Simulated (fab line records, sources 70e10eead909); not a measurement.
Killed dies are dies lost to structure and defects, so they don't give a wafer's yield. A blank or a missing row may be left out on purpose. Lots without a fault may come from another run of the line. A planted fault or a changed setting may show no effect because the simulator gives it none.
A struck lot beside a sound one | flow nand_harc | 14 steps out of a route of 1302
Sound: wafers L135.1, L135.3, L135.6. Struck: wafer L143.4. (L143.5 of the same lot was not struck and is left out.) The cause comes at the end.
At each step with rows: each side's tool, then ch and its chambers, then its first start. Under that, the readings that differ: sound wafers | struck wafers | difference of the means | sigmas: that difference in standard deviations of wafers without a fault.
alike: readings whose means differ by less than 2 such deviations, and words and numbers that are the same on both sides. not compared: withheld readings, readings that some wafer has no value for, bounds like >300 that may hide the same value, and numbers for which the record gives no deviation and whose values overlap.
The two part at a step that has a row with sigmas, a row that says differs or no value, or rows on one side only. Numbers that don't overlap but have no deviation are shown without sigmas and don't part them. A reading that every wafer of one side lacks parts them only if that side has two wafers or more.

NHARC_A_CHANNEL_FILL_D2_ALD_16: deposits SiO2, target thk 1.5 nm, pulse time 10 s, ald cycles 15.
  sound on ald_hk-02 ch 2,3, day 17 07:20; struck on ald_hk-04 ch 1, day 20 20:51
  alike: heater_power_w, precursor_pulse_height_rel
  not compared: since_wet_clean_h
then, 2 steps without rows for these wafers: NHARC_A_CHANNEL_FILL_D2_ANNEAL_17 (time 1800 s); NHARC_A_CHANNEL_FILL_D2_CVD_18 (deposits poly-Si, target thk 3 nm).
NHARC_A_CHANNEL_FILL_D2_ETCHBACK_19: etches the open film in HBr/Cl2, target depth 5 nm, time 1.7 s.
  sound on rie_si-05 ch 1,3, day 17 21:08; struck on rie_si-01 ch 3, day 21 06:23
  alike: drypump_motor_current_A, oes_product_au, throttle_valve_pct
  not compared: rf_hours_counter_h
NHARC_A_CHANNEL_FILL_D2_ETCHBACK_20: etches the open film in C4F8/O2/Ar, target depth 27 nm, time 13.5 s.
  sound on rie_diel-05 ch 1,2, day 17 21:17; struck on rie_diel-02 ch 1, day 21 06:31
  alike: oes_product_au, rf_vpp_V, run_length_s
  not compared: rf_hours_counter_h
NHARC_A_CHANNEL_FILL_D2_STRIP_28: strips in O2, time 20 s.
  sound on rie_diel-05 ch 1,2,3, day 17 21:22; struck on rie_diel-02 ch 2, day 21 06:35
  alike: drypump_motor_current_A, oes_product_au, rf_vpp_V, showerhead_plenum_p_Torr, throttle_valve_pct
  not compared: rf_hours_counter_h
then, 5 steps without rows for these wafers: NHARC_A_CHANNEL_FILL_D2_PRECLEAN_21 (cleans in dHF, time 30 s); NHARC_A_CHANNEL_FILL_D2_SRD_23; NHARC_A_CHANNEL_FILL_D2_CVD_05 (deposits poly-Si, target thk 5 nm); NHARC_A_CHANNEL_FILL_D2_ANNEAL_22 (time 7200 s); NHARC_A_CHANNEL_FILL_D2_ALD_25 (deposits SiOx, target thk 60 nm, pulse time 10 s, ald cycles 600).
NHARC_A_CHANNEL_FILL_D2_ETCHBACK_08: etches the open film in C4F8, target depth 220 nm, time 110 s.
  sound on rie_diel-02 ch 2,3, day 18 16:24; struck on rie_diel-02 ch 0, day 21 23:34
  reading               | sound             | struck | difference | sigmas
  oes_product_au (a.u.) | 1.01 0.99 1.02    | 0.93   | -0.08      | -2
  run_length_s (s)      | 131.5 130.9 131.3 | 154.0  | +22.8      | +57
  alike: rf_vpp_V
  not compared: rf_hours_counter_h
NHARC_A_CHANNEL_FILL_D2_STRIP_29: strips in O2, time 20 s.
  sound on rie_diel-02 ch 1,2,3; struck on rie_diel-02 ch 2
  alike: drypump_motor_current_A, oes_product_au, rf_vpp_V, showerhead_plenum_p_Torr, throttle_valve_pct
  not compared: rf_hours_counter_h
NHARC_END_SORT_01:
  the record has rows for the sound wafers here (prober-02 ch 0, day 27 21:37) and none for the struck ones

WHERE THEY PART
First at NHARC_A_CHANNEL_FILL_D2_ETCHBACK_08; last, within this record, at NHARC_END_SORT_01.

WHY: what the simulator had put in
Process parameter drift: rie_diel-02, from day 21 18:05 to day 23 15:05, at NHARC_A_CHANNEL_FILL_D2_ETCHBACK_08. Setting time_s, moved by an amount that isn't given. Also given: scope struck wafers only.
